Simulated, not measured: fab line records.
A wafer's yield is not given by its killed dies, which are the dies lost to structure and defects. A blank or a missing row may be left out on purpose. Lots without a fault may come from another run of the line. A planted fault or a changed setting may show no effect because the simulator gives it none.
fab line records | flow nand-harc
record lots=13 | wafers=39 | last-day=34
route steps=1302 shown A_BLC@1136 A_M0@1159 A_M1@1169 END@1302
lots with no fault: from the same line, run without faults
start-h: the number of hours between the record's first day and the start of the first shown wafer of the lot | wait-h: hours from the lot's prior step to this one | " same as the row above | L1.1+2: several wafers, shown together as one row | - no value, or no start was given | * or withheld: withheld | < > ~ a bound
route shown NAME@n: a module of which the file shows steps, and the number in the route of the first | usual: mean/standard deviation of fault-free wafers | same: alike in all rows | chamber/n: place in a boat | sites: readings site by site | _std_site: the standard deviation of these | _edge_site: outer sites' mean less inner sites' | radius-mm: for every site, how far away it sits from the centre of the wafer | mask NAME#n: copy n | behind: the most recent tool/chamber to have shaped the wafer | hold: the reason the lot was held/the length of the hold in hours/how it ended | device: which transistor (n, p or np) failed to switch | end of line: the tests these same wafers got at the end of their route | step lacking rows: just its recipe | killed: not the wafer's yield, but the dies lost to structure and defects at the first sort | map: a wafer's dies, x killed, . not, _ none there
set.NAME: the setting as run; set.NAME@STEP: as run at that earlier step | model.NAME: the simulator's own value behind a step, which no gauge read
one table for each step of the route and one row for each wafer, over a sample of lots
services: when a tool's chamber went out of use (start-h, in hours from the record's first day, below 0 if earlier), for how many hours, and the reason
## steps
# step NHARC_A_BLC_INSPECT_28
# usual raw-defect-count=513/150
lot.wafer | tool              | chamber | start-h | wait-h | raw-defect-count
L949.1    | defect-inspect-02 | -       | 530.75  | 0.1    | 767
L949.2    | "                 | -       | "       | "      | 529
L949.5    | "                 | -       | "       | "      | 734
L952.1    | defect-inspect-02 | -       | 542.37  | 0.1    | 512
L952.5    | "                 | -       | "       | "      | 475
L952.6    | "                 | -       | "       | "      | 563
L951.2    | defect-inspect-01 | -       | 549.87  | 0.1    | 557
L951.3    | "                 | -       | "       | "      | 803
L951.5    | "                 | -       | "       | "      | 679
L953.1    | defect-inspect-01 | -       | 581.85  | 0.1    | 465
L953.5    | "                 | -       | "       | "      | 504
L953.6    | "                 | -       | "       | "      | 507
L954.2    | defect-inspect-02 | -       | 585.03  | 0.1    | 563
L954.3    | "                 | -       | "       | "      | 693
L954.5    | "                 | -       | "       | "      | 483
L955.2    | defect-inspect-01 | -       | 588.76  | 0.1    | 983
L955.3    | "                 | -       | "       | "      | 1050
L955.4    | "                 | -       | "       | "      | 718
L962.2    | defect-inspect-01 | -       | 670.30  | 0.1    | 342
L962.3    | "                 | -       | "       | "      | 305
L962.5    | "                 | -       | "       | "      | 329
L964.2    | defect-inspect-01 | -       | 705.94  | 0.1    | 537
L964.5    | "                 | -       | "       | "      | 556
L964.6    | "                 | -       | "       | "      | 510
L969.2    | defect-inspect-02 | -       | 719.15  | 0.1    | 355
L969.5    | "                 | -       | "       | "      | 440
L969.6    | "                 | -       | "       | "      | 453
L967.1    | defect-inspect-01 | -       | 725.41  | 0.1    | 492
L967.4    | "                 | -       | "       | "      | 429
L967.6    | "                 | -       | "       | "      | 620
L968.1    | defect-inspect-01 | -       | 725.98  | 0.1    | 443
L968.4    | "                 | -       | "       | "      | 486
L968.5    | "                 | -       | "       | "      | 513
L970.1    | defect-inspect-01 | -       | 745.18  | 0.1    | 551
L970.3    | "                 | -       | "       | "      | 606
L970.4    | "                 | -       | "       | "      | 544
L971.1    | defect-inspect-01 | -       | 763.81  | 0.1    | 393
L971.2    | "                 | -       | "       | "      | 531
L971.5    | "                 | -       | "       | "      | 419
# step NHARC_A_M0_PVD_21
# recipe target-thk-a=300 | chamber-pressure-pa=5 | power-w=5000 | substrate-temp-c=30 | time-s=20.49 | material=Cu
# usual throttle-valve-pct=30.1/0.95
lot.wafer | tool           | chamber | start-h | wait-h | throttle-valve-pct
L949.1    | pvd-sputter-02 | -       | -       | -      | 29.1
L949.2    | "              | -       | "       | "      | 30.1
L949.5    | "              | -       | "       | "      | 29.4
L952.1    | pvd-sputter-02 | -       | -       | -      | 30.0
L952.6    | "              | -       | "       | "      | 29.1
L952.5    | "              | -       | "       | "      | 29.8
L951.3    | pvd-sputter-01 | -       | -       | -      | 29.3
L951.2    | "              | -       | "       | "      | 29.7
L951.5    | "              | -       | "       | "      | 29.7
L953.1    | pvd-sputter-03 | -       | -       | -      | 30.7
L953.5    | "              | -       | "       | "      | 30.5
L953.6    | "              | -       | "       | "      | 30.9
L954.2    | pvd-sputter-03 | -       | -       | -      | 30.8
L954.3    | "              | -       | "       | "      | 29.5
L954.5    | "              | -       | "       | "      | 30.7
L955.4    | pvd-sputter-03 | -       | -       | -      | 30.5
L955.3    | "              | -       | "       | "      | 31.3
L955.2    | "              | -       | "       | "      | 29.0
L962.3    | pvd-sputter-01 | -       | -       | -      | 30.6
L962.2    | "              | -       | "       | "      | 30.3
L962.5    | "              | -       | "       | "      | 30.6
L964.2    | pvd-sputter-01 | -       | -       | -      | 30.3
L964.5    | "              | -       | "       | "      | 30.6
L964.6    | "              | -       | "       | "      | 30.5
L969.2    | pvd-sputter-02 | -       | -       | -      | 29.5
L969.6    | "              | -       | "       | "      | 29.0
L969.5    | "              | -       | "       | "      | 29.5
L967.4    | pvd-sputter-01 | -       | -       | -      | 30.6
L967.1    | "              | -       | "       | "      | 30.6
L967.6    | "              | -       | "       | "      | 30.5
L968.1    | pvd-sputter-03 | -       | -       | -      | 31.7
L968.4    | "              | -       | "       | "      | 29.0
L968.5    | "              | -       | "       | "      | 32.0
L970.3    | pvd-sputter-03 | -       | -       | -      | 28.7
L970.4    | "              | -       | "       | "      | 32.2
L970.1    | "              | -       | "       | "      | 31.7
L971.1    | pvd-sputter-03 | -       | -       | -      | 32.1
L971.2    | "              | -       | "       | "      | 31.6
L971.5    | "              | -       | "       | "      | 32.1
# step NHARC_A_M1_DEP_00
# recipe target-thk-a=1825 | target-thk-nm=182.5 | temp-c=withheld | pressure-torr=5 | flow-sccm=200 | rf-w=600 | material=SiOC
# usual rf-fwd-power-W=598.6/1.8 | showerhead-vpp-V=1461/60
lot.wafer | tool     | chamber | start-h | wait-h | rf-fwd-power-W | showerhead-vpp-V | since-wet-clean-h
L949.2    | pecvd-02 | 0       | 534.91  | -      | 601.9          | 1548             | 114
L949.1    | "        | 1       | "       | "      | 596.2          | 1481             | 114
L949.5    | "        | 0       | "       | "      | 598.2          | 1492             | -
L952.1    | pecvd-04 | 1       | 546.40  | -      | 598.0          | 1462             | 83
L952.6    | "        | 0       | "       | "      | 595.2          | 1520             | -
L952.5    | "        | 2       | "       | "      | 597.3          | 1396             | -
L951.2    | pecvd-04 | 0       | 554.01  | -      | 599.2          | 1524             | 91
L951.3    | "        | 1       | "       | "      | 597.7          | 1470             | 91
L951.5    | "        | 2       | "       | "      | 601.3          | 1358             | -
L953.1    | pecvd-04 | 0       | 586.21  | -      | 597.2          | 1549             | 123
L953.5    | "        | 0       | "       | "      | 598.5          | 1518             | -
L953.6    | "        | 2       | "       | "      | 597.4          | 1387             | -
L954.2    | pecvd-04 | 1       | 589.20  | -      | 599.4          | 1448             | 126
L954.3    | "        | 2       | "       | "      | 600.7          | 1384             | 126
L954.5    | "        | 2       | "       | "      | 598.7          | 1365             | -
L955.2    | pecvd-04 | 2       | 592.92  | -      | 598.0          | 1372             | 130
L955.3    | "        | 0       | "       | "      | 600.2          | 1550             | 130
L955.4    | "        | 2       | "       | "      | 600.2          | 1378             | -
L962.2    | pecvd-03 | 0       | 674.59  | -      | 695.9          | 1651             | 114
L962.3    | "        | 2       | "       | "      | 694.1          | 1530             | 114
L962.5    | "        | 2       | "       | "      | 693.5          | 1547             | -
L964.2    | pecvd-03 | 1       | 710.09  | -      | 693.5          | 1417             | 149
L964.5    | "        | 2       | "       | "      | 695.9          | 1541             | -
L964.6    | "        | 0       | "       | "      | 693.8          | 1608             | -
L969.2    | pecvd-04 | 0       | 723.45  | -      | 599.4          | 1484             | 79
L969.6    | "        | 1       | "       | "      | 598.5          | 1454             | -
L969.5    | "        | 2       | "       | "      | 596.3          | 1407             | -
L967.1    | pecvd-04 | 0       | 729.46  | -      | 594.5          | 1522             | 85
L967.6    | "        | 0       | "       | "      | 598.4          | 1501             | -
L967.4    | "        | 1       | "       | "      | 595.6          | 1448             | -
L968.1    | pecvd-02 | 0       | 730.22  | -      | 598.4          | 1518             | 128
L968.5    | "        | 2       | "       | "      | 598.8          | 1466             | -
L968.4    | "        | 1       | "       | "      | 597.2          | 1514             | -
L970.1    | pecvd-04 | 2       | 753.65  | -      | 597.9          | 1378             | 109
L970.3    | "        | 0       | "       | "      | 598.0          | 1491             | 109
L970.4    | "        | 2       | "       | "      | 600.1          | 1374             | -
L971.1    | pecvd-02 | 1       | 767.93  | -      | 599.8          | 1479             | 166
L971.2    | "        | 0       | "       | "      | 600.6          | 1520             | 166
L971.5    | "        | 2       | "       | "      | 600.7          | 1476             | -
# step NHARC_A_M1_DESCUM_14
# recipe time-s=3 | o2-flow-sccm=200 | ar-flow-sccm=0 | bias-power-w=0 | chemistry=O2
# usual drypump-motor-current-A=5.9/0.35 | oes-product-au=0.995/0.0092 | rf-vpp-V=57.8/0.9 | showerhead-plenum-p-Torr=1.92/0.086 | throttle-valve-pct=11.311/0.0096
lot.wafer | tool        | chamber | start-h | wait-h | drypump-motor-current-A | oes-product-au | rf-hours-counter-h | rf-vpp-V | showerhead-plenum-p-Torr | throttle-valve-pct
L949.1    | rie-diel-07 | 3       | 535.88  | 0.1    | 5.8                     | 0.993          | 2.3                | 57.3     | 1.81                     | 11.300
L949.2    | "           | 1       | "       | "      | 6.5                     | 0.999          | 2.1                | 59.5     | 2.04                     | 11.304
L949.5    | "           | 1       | "       | "      | 6.5                     | 0.995          | -                  | 59.0     | 2.04                     | 11.299
L952.1    | rie-diel-07 | 1       | 547.37  | 0.1    | 6.5                     | 1.005          | 3.7                | 58.3     | 2.04                     | 11.283
L952.5    | "           | 1       | "       | "      | 6.5                     | 1.008          | -                  | 58.9     | 2.04                     | 11.309
L952.6    | "           | 2       | "       | "      | 5.7                     | 1.004          | -                  | 58.4     | 1.88                     | 11.298
L951.3    | rie-diel-04 | 3       | 555.04  | 0.1    | 6.1                     | 1.009          | 0.5                | 57.1     | 1.90                     | 11.321
L951.2    | "           | 1       | "       | "      | 6.4                     | 0.991          | 0.5                | 58.4     | 1.99                     | 11.301
L951.5    | "           | 3       | "       | "      | 6.1                     | 0.992          | -                  | 57.6     | 1.90                     | 11.305
L953.1    | rie-diel-04 | 3       | 587.23  | 0.1    | 6.2                     | 0.987          | 1.2                | 59.5     | 1.90                     | 11.312
L953.5    | "           | 2       | "       | "      | 5.8                     | 0.992          | -                  | 60.0     | 2.01                     | 11.328
L953.6    | "           | 3       | "       | "      | 6.1                     | 0.998          | -                  | 57.3     | 1.90                     | 11.330
L954.2    | rie-diel-04 | 2       | 590.20  | 0.1    | 5.8                     | 0.992          | 1.2                | 57.4     | 2.01                     | 11.322
L954.3    | "           | 3       | "       | "      | 6.1                     | 1.008          | 1.2                | 59.3     | 1.90                     | 11.315
L954.5    | "           | 0       | "       | "      | 5.6                     | 1.003          | -                  | 58.3     | 1.95                     | 11.306
L955.2    | rie-diel-04 | 1       | 593.90  | 0.1    | 6.4                     | 0.996          | 1.3                | 58.5     | 1.99                     | 11.312
L955.3    | "           | 2       | "       | "      | 5.9                     | 0.990          | 1.4                | 58.0     | 2.01                     | 11.308
L955.4    | "           | 0       | "       | "      | 5.6                     | 0.999          | 1.4                | 59.8     | 1.95                     | 11.321
L962.3    | rie-diel-02 | 0       | 675.49  | 0.1    | 5.7                     | 1.011          | 5.6                | 59.4     | 2.00                     | 11.303
L962.2    | "           | 2       | "       | "      | 5.8                     | 0.975          | 6.7                | 56.4     | 1.77                     | 11.301
L962.5    | "           | 3       | "       | "      | 5.7                     | 1.009          | -                  | 57.2     | 1.80                     | 11.310
L964.2    | rie-diel-07 | 1       | 711.12  | 0.1    | 6.5                     | 1.001          | 1.8                | 58.9     | 2.04                     | 11.305
L964.6    | "           | 3       | "       | "      | 5.8                     | 1.002          | -                  | 57.0     | 1.81                     | 11.312
L964.5    | "           | 0       | "       | "      | 5.2                     | 0.982          | -                  | 57.4     | 1.81                     | 11.318
L969.2    | rie-diel-04 | 3       | 724.49  | 0.1    | 6.1                     | 0.997          | 0.4                | 57.1     | 1.90                     | 11.317
L969.5    | "           | 0       | "       | "      | 5.6                     | 0.994          | -                  | 58.5     | 1.95                     | 11.322
L969.6    | "           | 1       | "       | "      | 6.4                     | 0.978          | -                  | 58.3     | 1.99                     | 11.326
L967.4    | rie-diel-02 | 1       | 730.44  | 0.1    | 5.7                     | 0.994          | 8.5                | 57.2     | 1.88                     | 11.321
L967.1    | "           | 2       | "       | "      | 5.8                     | 0.997          | 9.9                | 56.6     | 1.77                     | 11.304
L967.6    | "           | 2       | "       | "      | 5.8                     | 0.990          | -                  | 58.7     | 1.77                     | 11.297
L968.1    | rie-diel-04 | 1       | 731.09  | 0.1    | 6.4                     | 0.984          | 0.5                | 58.6     | 1.99                     | 11.306
L968.4    | "           | 2       | "       | "      | 5.8                     | 0.995          | 0.5                | 58.3     | 2.01                     | 11.304
L968.5    | "           | 3       | "       | "      | 6.1                     | 0.996          | -                  | 58.9     | 1.90                     | 11.306
L970.3    | rie-diel-07 | 3       | 754.62  | 0.1    | 5.8                     | 0.991          | 5.0                | 58.2     | 1.81                     | 11.296
L970.4    | "           | 0       | "       | "      | 5.2                     | 0.990          | 4.5                | 57.2     | 1.81                     | 11.316
L970.1    | "           | 2       | "       | "      | 5.8                     | 0.990          | 5.4                | 58.0     | 1.88                     | 11.340
L971.1    | rie-diel-07 | 1       | 768.82  | 0.1    | 6.5                     | 0.982          | 5.9                | 58.4     | 2.04                     | 11.301
L971.2    | "           | 3       | "       | "      | 5.8                     | 0.987          | 5.5                | 57.5     | 1.81                     | 11.301
L971.5    | "           | 2       | "       | "      | 5.8                     | 0.978          | -                  | 58.6     | 1.88                     | 11.300
# step NHARC_END_SORT_01
# recipe temp-c=25
# usual defect-limited-yield=91/3.5 | killed-at-array=59/24 | killed-at-other=0.7/1.2 | killed-at-periphery=3.5/2.6 | killed-dies=63/24 | killed-open=3.2/2.1 | killed-short=2.4/1.5
# same gross-dies=677
lot.wafer | tool      | chamber | start-h | wait-h | defect-limited-yield[%] | killed-at-array | killed-at-other | killed-at-periphery | killed-dies | killed-open | killed-short
L952.1    | prober-02 | 0       | 581.53  | 2.5    | 96                      | 23              | 0               | 3                   | 26          | 1           | 1
L952.5    | prober-02 | 0       | 584.69  | 3.7    | 94                      | 36              | 0               | 3                   | 39          | 2           | 7
L952.6    | prober-02 | 0       | 585.49  | 4.0    | 96                      | 27              | 0               | 3                   | 30          | 8           | 2
L955.2    | prober-01 | 0       | 632.95  | 2.8    | 91                      | 56              | 1               | 1                   | 58          | 3           | 2
L955.3    | prober-01 | 0       | 633.75  | 3.1    | 92                      | 51              | 1               | 2                   | 54          | 2           | 2
L955.4    | prober-01 | 0       | 634.55  | 3.4    | 92                      | 56              | 0               | 0                   | 56          | 1           | 2
L962.2    | prober-02 | 0       | 708.66  | 2.8    | 93                      | 45              | 0               | 1                   | 46          | 3           | 2
L962.3    | prober-02 | 0       | 709.47  | 3.1    | 92                      | 55              | 0               | 1                   | 56          | 4           | 3
L962.5    | prober-02 | 0       | 711.09  | 3.8    | 94                      | 41              | 0               | 2                   | 43          | 2           | 2
# killed by level:class
L952.1 A_CHANNEL_HOLE_D2:chamber-film-flake=8 A_CONTACT:chamber-film-flake=5 P_M1:chamber-film-flake=2 A_CHANNEL_HOLE_D1:chamber-film-flake=2 A_STAIRCASE:chamber-film-flake=2 A_ONON_D1:geometric-particle:open=1 A_DECK1_JOINT:geometric-particle:short=1 P_GATE:chamber-film-flake=1
L952.5 A_CHANNEL_HOLE_D2:chamber-film-flake=9 A_CHANNEL_HOLE_D1:chamber-film-flake=4 A_STAIRCASE:chamber-film-flake=4 A_CHANNEL_FILL_D1:chamber-film-flake=3 A_WL_FILL:chamber-film-flake=3 A_CONTACT:chamber-film-flake=3 A_CHANNEL_HOLE_D2:geometric-particle:short=2 A_WL_FILL:geometric-particle:short=2
L952.6 A_CHANNEL_HOLE_D2:chamber-film-flake=11 A_CHANNEL_FILL_D2:geometric-particle:open=2 A_CHANNEL_HOLE_D1:chamber-film-flake=2 A_CHANNEL_FILL_D1:chamber-film-flake=2 A_STAIRCASE:chamber-film-flake=2 P_GATE:geometric-particle:open=1 P_CONTACT:geometric-particle:open=1 P_M0:geometric-particle:open=1
L955.2 A_SLIT:chamber-film-flake=22 A_CHANNEL_HOLE_D2:chamber-film-flake=14 A_CHANNEL_HOLE_D1:chamber-film-flake=4 A_STAIRCASE:chamber-film-flake=3 A_CHANNEL_FILL_D1:chamber-film-flake=3 A_CONTACT:chamber-film-flake=3 A_CHANNEL_FILL_D2:chamber-film-flake=2 P_GATE:geometric-particle:open=1
L955.3 A_SLIT:chamber-film-flake=28 A_CONTACT:chamber-film-flake=7 A_CHANNEL_HOLE_D2:chamber-film-flake=6 A_CHANNEL_HOLE_D1:chamber-film-flake=2 A_CHANNEL_FILL_D2:chamber-film-flake=2 A_STAIRCASE:chamber-film-flake=2 A_WL_FILL:chamber-film-flake=2 P_CONTACT:geometric-particle:open=1
L955.4 A_SLIT:chamber-film-flake=30 A_CHANNEL_HOLE_D2:chamber-film-flake=11 A_CHANNEL_HOLE_D1:chamber-film-flake=5 A_CONTACT:chamber-film-flake=3 A_CHANNEL_HOLE_D2:geometric-particle:open=1 A_SGD_CUT:geometric-particle:short=1 A_M0:geometric-particle:short=1 A_CHANNEL_FILL_D1:chamber-film-flake=1
L962.2 A_CHANNEL_HOLE_D1:chamber-film-flake=33 A_CONTACT:chamber-film-flake=4 A_STAIRCASE:chamber-film-flake=2 P_M0:geometric-particle:open=1 A_ONON_D2:geometric-particle:open=1 A_ONON_D2:geometric-particle:short=1 A_SGD_CUT:geometric-particle:short=1 A_BLC:geometric-particle:open=1
L962.3 A_CHANNEL_HOLE_D1:chamber-film-flake=34 A_ZERO_WELL:chamber-film-flake=5 A_SLIT:chamber-film-flake=5 A_STAIRCASE:chamber-film-flake=2 P_CONTACT:geometric-particle:open=1 A_DECK1_JOINT:geometric-particle:open=1 A_DECK1_JOINT:geometric-particle:short=1 A_SGD_CUT:geometric-particle:short=1
L962.5 A_CHANNEL_HOLE_D1:chamber-film-flake=32 A_ZERO_WELL:chamber-film-flake=3 P_M1:geometric-particle:short=1 A_ONON_D1:geometric-particle:open=1 A_CHANNEL_HOLE_D1:geometric-particle:open=1 A_CHANNEL_FILL_D2:geometric-particle:short=1 P_ZERO_WELL:chamber-film-flake=1 A_CHANNEL_FILL_D2:chamber-film-flake=1
## services
tool           | chamber | start-h | hours | kind
pvd-sputter-01 | -       | 519.74  | 4.8   | repair
pvd-sputter-03 | -       | 520.70  | 3.6   | repair
rie-diel-02    | 0       | 523.28  | 4.3   | repair
pvd-sputter-03 | -       | 526.02  | 10.0  | pm
rie-diel-07    | 2       | 529.17  | 8.4   | repair
rie-diel-04    | -       | 531.90  | 9.0   | pm
pecvd-03       | -       | 545.62  | 1.8   | repair
pvd-sputter-03 | -       | 548.06  | 16.0  | repair
pvd-sputter-01 | -       | 584.92  | 10.0  | pm
pecvd-02       | -       | 589.01  | 13.0  | pm
pvd-sputter-03 | -       | 595.16  | 2.0   | repair
rie-diel-04    | 2       | 611.62  | 4.7   | repair
rie-diel-04    | -       | 626.46  | 0.4   | repair
pecvd-04       | -       | 631.35  | 13.0  | pm
pvd-sputter-02 | -       | 638.00  | 10.0  | pm
rie-diel-07    | -       | 648.20  | 9.0   | pm
pecvd-02       | 2       | 671.90  | 5.0   | repair
pvd-sputter-02 | -       | 692.67  | 0.5   | repair
pvd-sputter-01 | -       | 695.70  | 0.7   | repair
pvd-sputter-03 | -       | 704.02  | 10.0  | pm
rie-diel-04    | -       | 708.90  | 9.0   | pm
rie-diel-04    | 1       | 737.81  | 19.8  | repair
rie-diel-04    | 1       | 757.93  | 6.8   | repair
pvd-sputter-01 | -       | 763.03  | 10.0  | pm
## key
first-sign step=NHARC_A_M1_DEP_00 | reading=rf-fwd-power-W | direction=up | sigmas=54 | usual=* | struck=*
effect step=NHARC_A_M1_DEP_00 | reading=showerhead-vpp-V | direction=up | sigmas=1.5 | usual=1461 | struck=1549
met-at NHARC_A_M1_DEP_00
struck-lots L962,L964
not-acting-at NHARC_A_BLC_INSPECT_28,NHARC_A_M0_PVD_21,NHARC_A_M1_DESCUM_14
fault kind=process-parameter-drift | tool=pecvd-03 | chamber=- | onset-h=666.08 | steps=NHARC_A_M1_DEP_00 | channel=rf-w | offset=* | shape=step | end-h=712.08 | acts-in=* | stated=*
